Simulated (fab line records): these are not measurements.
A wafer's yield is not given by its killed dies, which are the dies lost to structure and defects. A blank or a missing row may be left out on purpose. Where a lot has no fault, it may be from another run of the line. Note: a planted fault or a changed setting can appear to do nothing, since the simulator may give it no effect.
Struck lot and sound lot, side by side | flow n5Finfet | 23 out of 1938 route steps
Sound: the wafers L308.1, L308.3, L308.4. Struck: wafers L318.3, L318.5, L318.6. Last of all comes the cause.
At each step with rows: each side's tool, then ch and its chambers, then its first start. Under that, the readings that differ: sound wafers | struck wafers | difference of the means | sigmas: that difference in standard deviations of wafers without a fault.
alike: same words and numbers on both sides, and readings whose means sit less than 2 such deviations apart. not compared: any withheld reading, any reading some wafer has no value for, any bound like >300 that may hide the same value, and any number with overlapping values for which the record gives no deviation.
The two part at a step that has a row with sigmas, a row that says differs or no value, or rows on one side only. Numbers that have no deviation but don't overlap get no sigmas and don't part them. Lack of a reading on every wafer of one side parts them only where that side has two or more wafers.

N5_BEOL_M6_INSPECT_13: inspects for defects (brightfield).
  sound on defectInspect-02 at day 10 09:21; struck on defectInspect-02 at day 12 15:49
  alike: rawDefectCount
then, 1 step without rows for these wafers: N5_BEOL_M6_DESCUM_16 (chemistry O2, time 7.9 s).
N5_BEOL_M6_ETCH_61: etches SiARC in CF4, target depth 45.5 nm, time 75.8 s.
  sound on rieDiel-04 ch 0,1,3, day 10 09:25; struck on rieDiel-01 ch 0,2,3, day 12 15:55
reading           | sound          | struck         | difference | sigmas
etchRfOnTimeS (s) | 74.3 73.7 74.0 | 74.8 77.4 75.8 | +2.0       | +2
  alike: drypumpMotorCurrentA, oesProductAu, rfVppV, showerheadPlenumPTorr, throttleValvePct
  not compared: rfHoursCounterH
N5_BEOL_M6_ETCH_62: etches SOC in N2/H2, target depth 110 nm, overetch 22 nm, time 165 s.
  sound on rieDiel-04 ch 0,1,3, day 10 09:28; struck on rieDiel-01 ch 0,2,3, day 12 15:58
  alike: drypumpMotorCurrentA, h2FlowSccm, oesProductAu, rfVppV, showerheadPlenumPTorr, throttleValvePct
  not compared: rfHoursCounterH
then, 1 step without rows for these wafers: N5_BEOL_M6_STRIP_68 (strips in N2/H2).
N5_BEOL_M6_STRIP_67: strips in CF4.
  sound on rieDiel-04 ch 0,1,3, day 10 09:37; struck on rieDiel-01 ch 0,2,3, day 12 16:07
reading    | sound             | struck            | difference | sigmas
rfVppV (V) | 273.5 273.2 272.8 | 269.2 271.9 270.5 | -2.6       | -2
  alike: drypumpMotorCurrentA, oesProductAu, showerheadPlenumPTorr, throttleValvePct
  not compared: rfHoursCounterH
N5_BEOL_M6_HM_OPEN_17: chemistry Cl2/BCl3, target TiN, target depth 20 nm, overetch 6 nm.
  sound on rieMetal-02 ch 0,1, day 10 09:40; struck on rieMetal-02 ch 1, day 12 16:13
  alike: drypumpMotorCurrentA, mfcCl2Sccm, oes_ar_750_au, oesProductAu, throttleValvePct
  not compared: rfHoursCounterH
N5_BEOL_M6_STRIP_19: strips in O2.
  sound on rieDiel-04 ch 1,2,3, day 10 09:46; struck on rieDiel-01 ch 0,1,2, day 12 16:22
  alike: drypumpMotorCurrentA, oesProductAu, rfVppV, showerheadPlenumPTorr, throttleValvePct
  not compared: rfHoursCounterH
N5_BEOL_M6_CD_MEAS_18: pitch 80 nm, target cd 40 nm.
  sound on cdSem-03 at day 10 09:50; struck on cdSem-01 at day 12 16:26
  alike: cdNm
then, 3 steps without rows for these wafers: N5_BEOL_M6_COAT_63 (time 60 s, resist thk 60 nm); N5_BEOL_M6_COAT_64 (time 60 s, resist thk 12 nm); N5_BEOL_M6_COAT_71 (time 60 s, resist thk 5 nm).
N5_BEOL_M6_COAT_22: resist thk 30 nm.
  sound on lithoTrack-02 ch 0, day 10 12:20; struck on lithoTrack-05 ch 0, day 12 17:23
reading                                     | sound                | struck               | difference | sigmas
spinSpeedRpm (rpm)                          | 1498.8 1501.8 1500.6 | 1441.5 1442.1 1439.5 | -59.4      | -54
model.CAR-EUV_of_BEOL_M6_COAT_22.thkNm (nm) | 30 30 30             | 30.6 30.6 30.6       | +0.6       | 
  alike: resistLineTempC
then, 5 steps without rows for these wafers: N5_BEOL_M6_EBR_24; N5_BEOL_M6_SOFTBAKE_23 (time 60 s); N5_BEOL_M6_EXPOSE_25 (exposes mask V5, target cd 40 nm); N5_BEOL_M6_PEB_26 (peb time 60 s); N5_BEOL_M6_DEVELOP_27 (develop time 30 s).
N5_BEOL_M6_CD_MEAS_28: the cd target is 40 nm.
  sound on cdSem-03 ch 0, day 10 12:35; struck on cdSem-02 ch 0, day 12 17:46
  alike: cdNm
N5_BEOL_M6_OVL_MEAS_29:
  sound on overlay-02 ch 0, day 10 12:37; struck on overlay-02 ch 0, day 12 17:49
  alike: V5_OVL
N5_BEOL_M6_INSPECT_30: inspects for defects (brightfield).
  sound on defectInspect-02 at day 10 12:41; struck on defectInspect-01 at day 12 17:52
  alike: rawDefectCount
N5_BEOL_M6_DESCUM_33: chemistry O2, time 7 s.
  sound on rieDiel-04 ch 0,1,2, day 10 12:43; struck on rieDiel-01 ch 0,2,3, day 12 18:23
reading                                     | sound      | struck         | difference | sigmas
model.CAR-EUV_of_BEOL_M6_COAT_22.thkNm (nm) | 26 26 26.2 | 26.6 26.6 26.6 | +0.5       | 
  alike: drypumpMotorCurrentA, oesProductAu, rfVppV, showerheadPlenumPTorr, throttleValvePct
  not compared: rfHoursCounterH
then, 1 step without rows for these wafers: N5_BEOL_M6_ETCH_72 (etches underlayer in N2/H2, target depth 6.5 nm, time 5.2 s).

== WHERE THEY PART ==
Earliest at N5_BEOL_M6_ETCH_61; latest, in this record, at N5_BEOL_M6_COAT_22. Later steps at which nothing parts them and some readings are alike: N5_BEOL_M6_CD_MEAS_28, N5_BEOL_M6_OVL_MEAS_29, N5_BEOL_M6_INSPECT_30, N5_BEOL_M6_DESCUM_33.

WHY: whatever the simulator had introduced
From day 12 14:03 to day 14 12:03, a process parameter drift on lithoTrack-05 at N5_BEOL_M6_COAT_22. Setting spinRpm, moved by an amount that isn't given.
